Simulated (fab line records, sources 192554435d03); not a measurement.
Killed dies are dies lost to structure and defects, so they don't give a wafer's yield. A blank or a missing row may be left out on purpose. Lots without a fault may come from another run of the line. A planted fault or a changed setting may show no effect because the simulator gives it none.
Which tool did it? | flow n5_finfet | 24 lots, 72 wafers sampled, at 5 steps of a route of 1938

WHAT THE GAUGES READ, wafer by wafer
N5_FIN_SAQP_CD_MEAS_31: target cd 8 nm.
lot  | measured    | on        | cd_nm (nm)
L074 | day 2 02:25 | cd_sem-01 | 7.70 8.04 8.21
L075 | day 2 08:32 | cd_sem-01 | 7.66 8.31 8.28
L076 | day 2 14:41 | cd_sem-02 | 7.77 8.19 7.94
L077 | day 2 20:42 | cd_sem-02 | 8.48 7.86 7.83
L078 | day 3 02:09 | cd_sem-03 | 7.91 8.37 8.07
L079 | day 3 08:17 | cd_sem-03 | 8.66 8.07 8.09
L080 | day 3 14:24 | cd_sem-01 | 8.21 8.13 8.31
L081 | day 3 21:56 | cd_sem-03 | 8.02 7.95 8.24
L082 | day 4 04:12 | cd_sem-01 | 8.52 8.32 8.13
L083 | day 4 10:23 | cd_sem-03 | 7.84 8.22 7.97
L084 | day 4 19:47 | cd_sem-02 | 7.94 8.15 8.46
L085 | day 5 02:47 | cd_sem-03 | 8.13 8.08 8.20
L086 | day 5 05:53 | cd_sem-03 | 8.19 7.97 8.13
L087 | day 5 12:17 | cd_sem-03 | 7.94 8.06 7.97
L088 | day 5 14:53 | cd_sem-01 | 8.29 8.10 7.92
L089 | day 5 19:38 | cd_sem-01 | 8.10 8.10 8.19
L090 | day 6 02:31 | cd_sem-03 | 8.20 7.66 8.12
L091 | day 6 07:58 | cd_sem-03 | 7.92 8.24 7.99
L092 | day 6 14:53 | cd_sem-02 | 8.20 8.23 8.37
L093 | day 6 19:34 | cd_sem-02 | 8.16 8.69 7.97
L094 | day 7 01:47 | cd_sem-02 | 8.14 8.32 8.27
L095 | day 7 07:45 | cd_sem-02 | 7.58 7.82 8.32
L096 | day 7 13:31 | cd_sem-01 | 8.40 8.30 8.38
L097 | day 7 19:44 | cd_sem-03 | 8.03 8.09 8.27

N5_DUMMY_GATE_CD_MEAS_15: target cd 25.8 nm.
lot  | measured    | on        | cd_nm (nm)
L074 | day 2 21:52 | cd_sem-01 | 24.91 25.19 24.69
L075 | day 3 04:02 | cd_sem-02 | 24.55 25.00 24.95
L076 | day 3 10:45 | cd_sem-03 | 25.03 25.23 25.43
L077 | day 3 17:34 | cd_sem-03 | 24.59 25.30 24.83
L078 | day 3 21:56 | cd_sem-01 | 24.80 25.17 24.96
L079 | day 4 04:58 | cd_sem-01 | 24.82 24.67 24.85
L080 | day 4 10:08 | cd_sem-03 | 24.98 24.73 24.57
L081 | day 4 18:01 | cd_sem-02 | 25.15 24.54 25.00
L082 | day 5 03:40 | cd_sem-03 | 24.90 25.00 24.62
L083 | day 5 10:51 | cd_sem-02 | 25.18 24.97 25.10
L084 | day 5 20:59 | cd_sem-01 | 24.79 25.07 24.93
L085 | day 6 00:46 | cd_sem-01 | 24.71 25.37 25.01
L086 | day 6 03:38 | cd_sem-02 | 25.03 24.83 24.39
L087 | day 6 08:43 | cd_sem-02 | 24.77 24.76 24.58
L088 | day 6 11:40 | cd_sem-02 | 25.05 25.24 25.33
L089 | day 6 16:39 | cd_sem-03 | 25.12 25.08 24.98
L090 | day 6 22:05 | cd_sem-01 | 24.58 24.60 25.41
L091 | day 7 05:20 | cd_sem-03 | 25.20 25.06 24.88
L092 | day 7 15:18 | cd_sem-02 | 25.07 25.06 24.81
L093 | day 7 16:22 | cd_sem-01 | 25.00 25.01 24.46
L094 | day 7 23:17 | cd_sem-03 | 24.88 24.75 24.62
L095 | day 8 04:42 | cd_sem-03 | 24.76 25.05 25.24
L096 | day 8 08:43 | cd_sem-03 | 24.95 24.89 24.94
L097 | day 8 17:12 | cd_sem-02 | 24.69 24.92 24.57

N5_DUMMY_GATE_INSPECT_17: inspects for defects (brightfield).
lot  | measured    | on                | raw_defect_count
L074 | day 2 21:58 | defect_inspect-01 | 238 275 183
L075 | day 3 04:07 | defect_inspect-01 | 271 271 256
L076 | day 3 10:50 | defect_inspect-02 | 134 173 131
L077 | day 3 17:40 | defect_inspect-01 | 201 166 180
L078 | day 3 22:02 | defect_inspect-01 | 290 185 287
L079 | day 4 05:04 | defect_inspect-02 | 172 151 226
L080 | day 4 10:14 | defect_inspect-02 | 121 167 146
L081 | day 4 18:07 | defect_inspect-02 | 113 234 223
L082 | day 5 03:46 | defect_inspect-01 | 267 210 193
L083 | day 5 10:56 | defect_inspect-01 | 149 182 193
L084 | day 5 21:05 | defect_inspect-01 | 131 175 128
L085 | day 6 00:52 | defect_inspect-01 | 313 187 167
L086 | day 6 03:44 | defect_inspect-02 | 143 121 158
L087 | day 6 08:49 | defect_inspect-02 | 126 144 139
L088 | day 6 11:46 | defect_inspect-01 | 267 162 222
L089 | day 6 16:45 | defect_inspect-02 | 170 224 166
L090 | day 6 22:11 | defect_inspect-01 | 174 238 261
L091 | day 7 05:26 | defect_inspect-01 | 235 276 215
L092 | day 7 15:24 | defect_inspect-01 | 293 315 210
L093 | day 7 16:28 | defect_inspect-01 | 221 148 147
L094 | day 7 23:22 | defect_inspect-02 | 208 156 169
L095 | day 8 04:48 | defect_inspect-02 | 115 227 141
L096 | day 8 08:49 | defect_inspect-02 | 156 206 228
L097 | day 8 17:17 | defect_inspect-02 | 211 234 148

WHICH TOOL RAN EACH LOT (tool, then ch and the chambers of the sampled wafers, then the start)
lot  | N5_FIN_CUT_ETCH_20                | N5_STI_FIN_REVEAL_RECESS_09
L074 | rie_diel-01 ch 0,1,2, day 2 03:29 | vapor_etch-01 ch 0,1, day 2 10:23
L075 | rie_diel-06 ch 0,2,3, day 2 09:43 | vapor_etch-02 ch 0,1, day 2 17:05
L076 | rie_diel-01 ch 0,1,3, day 2 16:14 | vapor_etch-01 ch 0,1, day 2 23:32
L077 | rie_diel-01 ch 0,2,3, day 2 22:41 | vapor_etch-02 ch 0,1, day 3 06:26
L078 | rie_diel-01 ch 0,2,3, day 3 03:26 | vapor_etch-01 ch 0,1, day 3 10:17
L079 | rie_diel-01 ch 0,1,2, day 3 09:40 | vapor_etch-02 ch 0,1, day 3 18:14
L080 | rie_diel-03 ch 0,1,3, day 3 15:38 | vapor_etch-02 ch 1, day 3 22:29
L081 | rie_diel-03 ch 0,2,3, day 3 23:40 | vapor_etch-02 ch 0,1, day 4 06:28
L082 | rie_diel-06 ch 0,3, day 4 05:26   | vapor_etch-02 ch 0,1, day 4 12:24
L083 | rie_diel-03 ch 0,1,2, day 4 11:47 | vapor_etch-02 ch 0,1, day 4 20:02
L084 | rie_diel-01 ch 0,1,3, day 4 21:02 | vapor_etch-01 ch 0,1, day 5 08:37
L085 | rie_diel-01 ch 2,3, day 5 03:58   | vapor_etch-01 ch 0,1, day 5 11:22
L086 | rie_diel-01 ch 1,2,3, day 5 07:06 | vapor_etch-02 ch 0,1, day 5 15:05
L087 | rie_diel-01 ch 1,2,3, day 5 13:32 | vapor_etch-01 ch 0,1, day 5 20:20
L088 | rie_diel-01 ch 0,2,3, day 5 16:03 | vapor_etch-01 ch 0,1, day 5 22:58
L089 | rie_diel-01 ch 0,2, day 5 20:55   | vapor_etch-01 ch 0,1, day 6 05:09
L090 | rie_diel-06 ch 0,1,3, day 6 03:46 | vapor_etch-02 ch 0,1, day 6 10:38
L091 | rie_diel-01 ch 1,2,3, day 6 09:02 | vapor_etch-01 ch 0,1, day 6 15:49
L092 | rie_diel-06 ch 0,3, day 6 15:58   | vapor_etch-02 ch 0,1, day 6 23:23
L093 | rie_diel-01 ch 1,2,3, day 6 20:41 | vapor_etch-02 ch 0,1, day 7 03:31
L094 | rie_diel-06 ch 0,1, day 7 03:10   | vapor_etch-01 ch 0,1, day 7 11:06
L095 | rie_diel-01 ch 0,3, day 7 08:50   | vapor_etch-02 ch 0,1, day 7 15:37
L096 | rie_diel-03 ch 0,2,3, day 7 14:35 | vapor_etch-02 ch 0,1, day 7 21:26
L097 | rie_diel-06 ch 0,1,2, day 7 20:47 | vapor_etch-01 ch 0,1, day 8 04:30
- N5_FIN_CUT_ETCH_20: etches SiARC in CF4, target depth 26 nm, time 43.3 s.
- N5_STI_FIN_REVEAL_RECESS_09: chemistry HF/NH3, target SiO2, afs cycles 11, target depth 42.5 nm, sublimation time 60 s.

WHAT THE TOOLS THEMSELVES READ (means of the sampled wafers that have a number; where no wafer has one, the mark that the record gives instead)
N5_FIN_CUT_ETCH_20.
lot  | tool        | drypump_motor_current_A (A) | etch_rf_on_time_s (s) | oes_product_au (a.u.) | rf_fwd_power_W (W) | rf_vpp_V (V) | showerhead_plenum_p_Torr (Torr) | throttle_valve_pct (%)
L074 | rie_diel-01 | 5.7                         | 42.3                  | 0.65                  | 537                | 184.7        | 2.14                            | 15.57
L075 | rie_diel-06 | 5.4                         | 43.5                  | 0.67                  | 534                | 184.7        | 2.18                            | 15.83
L076 | rie_diel-01 | 5.7                         | 43.2                  | 0.71                  | 540                | 184.8        | 2.16                            | 15.44
L077 | rie_diel-01 | 5.8                         | 42.5                  | 0.70                  | 538                | 183.4        | 2.13                            | 15.53
L078 | rie_diel-01 | 5.9                         | 42.5                  | 0.71                  | 536                | 184.1        | 2.13                            | 15.52
L079 | rie_diel-01 | 5.7                         | 42.5                  | 0.64                  | 538                | 184.4        | 2.14                            | 15.58
L080 | rie_diel-03 | 5.7                         | 43.2                  | 0.69                  | 532                | 184.9        | 2.25                            | 15.43
L081 | rie_diel-03 | 5.4                         | 42.3                  | 0.68                  | 535                | 183.9        | 2.18                            | 15.44
L082 | rie_diel-06 | 5.4                         | 42.1                  | 0.80                  | 536                | 184.9        | 2.22                            | 15.55
L083 | rie_diel-03 | 5.5                         | 43.8                  | 0.70                  | 534                | 184.7        | 2.20                            | 15.20
L084 | rie_diel-01 | 5.8                         | 43.1                  | 0.69                  | 537                | 184.6        | 2.16                            | 15.48
L085 | rie_diel-01 | 6.2                         | 42.8                  | 0.74                  | 537                | 182.2        | 2.09                            | 15.46
L086 | rie_diel-01 | 6.0                         | 42.7                  | 0.68                  | 536                | 183.0        | 2.10                            | 15.52
L087 | rie_diel-01 | 6.0                         | 42.9                  | 0.68                  | 537                | 183.3        | 2.10                            | 15.54
L088 | rie_diel-01 | 5.9                         | 42.8                  | 0.68                  | 536                | 183.7        | 2.12                            | 15.58
L089 | rie_diel-01 | 5.5                         | 43.4                  | 0.63                  | 537                | 185.0        | 2.16                            | 15.66
L090 | rie_diel-06 | 5.6                         | 43.0                  | 0.77                  | 536                | 184.7        | 2.18                            | 15.40
L091 | rie_diel-01 | 6.0                         | 42.4                  | 0.68                  | 535                | 183.1        | 2.10                            | 15.54
L092 | rie_diel-06 | 5.5                         | 42.8                  | 0.76                  | 535                | 184.4        | 2.21                            | 15.59
L093 | rie_diel-01 | 6.0                         | 42.8                  | 0.68                  | 537                | 183.3        | 2.09                            | 15.54
L094 | rie_diel-06 | 5.8                         | 43.3                  | 0.77                  | 534                | 184.7        | 2.12                            | 15.37
L095 | rie_diel-01 | 5.9                         | 43.9                  | 0.72                  | 535                | 183.5        | 2.14                            | 15.46
L096 | rie_diel-03 | 5.5                         | 42.7                  | 0.65                  | 535                | 184.3        | 2.17                            | 15.51
L097 | rie_diel-06 | 5.6                         | 43.4                  | 0.71                  | 534                | 183.5        | 2.13                            | 15.54

N5_STI_FIN_REVEAL_RECESS_09.
lot  | tool          | drypump_motor_current_A (A)
L074 | vapor_etch-01 | 6.1
L075 | vapor_etch-02 | 5.2
L076 | vapor_etch-01 | 6.2
L077 | vapor_etch-02 | 5.2
L078 | vapor_etch-01 | 5.8
L079 | vapor_etch-02 | 5.2
L080 | vapor_etch-02 | 5.0
L081 | vapor_etch-02 | 5.2
L082 | vapor_etch-02 | 5.5
L083 | vapor_etch-02 | 5.5
L084 | vapor_etch-01 | 6.1
L085 | vapor_etch-01 | 6.1
L086 | vapor_etch-02 | 5.3
L087 | vapor_etch-01 | 6.2
L088 | vapor_etch-01 | 6.1
L089 | vapor_etch-01 | 6.1
L090 | vapor_etch-02 | 5.5
L091 | vapor_etch-01 | 6.1
L092 | vapor_etch-02 | 5.5
L093 | vapor_etch-02 | 5.5
L094 | vapor_etch-01 | 5.9
L095 | vapor_etch-02 | 5.2
L096 | vapor_etch-02 | 5.5
L097 | vapor_etch-01 | 6.1

THE ANSWER, worked out from the rows above alone
Rule: what is usual is taken from the lots themselves. Put in order of their means at a reading, lots are off if they are a third of the lots or fewer, leave a main group of 4 or more, and stand apart from it by a gap of 3 or more times the standard deviation of the main group's means; of several such gaps the widest counts. A main group whose means are all the same, to the digits that the tables above print for the reading, isn't used. A lot without any number at a reading at which 4 lots or more have one is off too. The other lots that the step has rows for count as sound. The gauges are gone through in route order, then the tools' own readings, and for those a lot's mean is taken as printed above. The first step at which some lot is off is used, and at that step the reading that is off furthest; a lot without a number counts as furthest.
No lot is off at any reading shown: from this, nothing can be told.

WHAT THE SIMULATOR HAD PUT IN
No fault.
